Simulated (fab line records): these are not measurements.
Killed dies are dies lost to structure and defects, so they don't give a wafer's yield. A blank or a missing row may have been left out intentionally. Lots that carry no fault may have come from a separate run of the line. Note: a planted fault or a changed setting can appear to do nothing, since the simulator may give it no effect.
Matching of chambers + flow n5Finfet + N5_BEOL_M0_SAQP_PECVD_03 on pecvd-01: 3 sister chambers
The step deposits SiCN from 3MS/NH3, target thk 12 nm, time 21.1 s. 3 wafers are shown with their chamber, then 9 later ones without.

== WAFERS, EACH WITH ITS CHAMBER ==
| wafer  | chamber | throttleValvePct (%) |
|--------|---------|----------------------|
| L088.4 | 0       | 9.6                  |
| L089.2 | 1       | 9.4                  |
| L089.5 | 2       | 8.2                  |

== WAFERS WHOSE CHAMBER IS MISSING ==
| wafer  | throttleValvePct (%) |
|--------|----------------------|
| L090.3 | 9.5                  |
| L090.4 | 9.6                  |
| L090.5 | 9.5                  |
| L093.1 | 8.5                  |
| L093.4 | 9.0                  |
| L093.6 | 9.6                  |
| L097.2 | 8.4                  |
| L097.3 | 9.8                  |
| L097.4 | 8.1                  |

== WHICH CHAMBER EACH ONE RAN IN ==
| wafer  | from the rows above          | in truth |
|--------|------------------------------|----------|
| L090.3 | can't be placed: 0 or 1      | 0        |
| L090.4 | can't be placed: 0 or 1      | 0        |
| L090.5 | can't be placed: 0 or 1      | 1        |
| L093.1 | 2                            | 2        |
| L093.4 | can't be placed: 1 or 0 or 2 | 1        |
| L093.6 | can't be placed: 0 or 1      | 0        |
| L097.2 | 2                            | 2        |
| L097.3 | can't be placed: 0 or 1      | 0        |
| L097.4 | 2                            | 2        |
Placed correctly: 3 of 9. Cannot be placed on the basis of these rows: 6; the candidates contain the true chamber in 6. Placed wrongly: 0.
How it was worked out, from the rows above alone: a wafer's distance from a chamber is the root of the sum, over the readings, of the square of ((its reading less the chamber's mean) divided by the reading's scatter). The wafer belongs to the nearest chamber; if the next one is less than 2 further off, it can't be placed. Each chamber's mean is taken over the wafers shown for it. The scatter (one wafer shown for each chamber): square how far every hidden wafer sits from the nearest shown wafer, average those squares and take the square root.
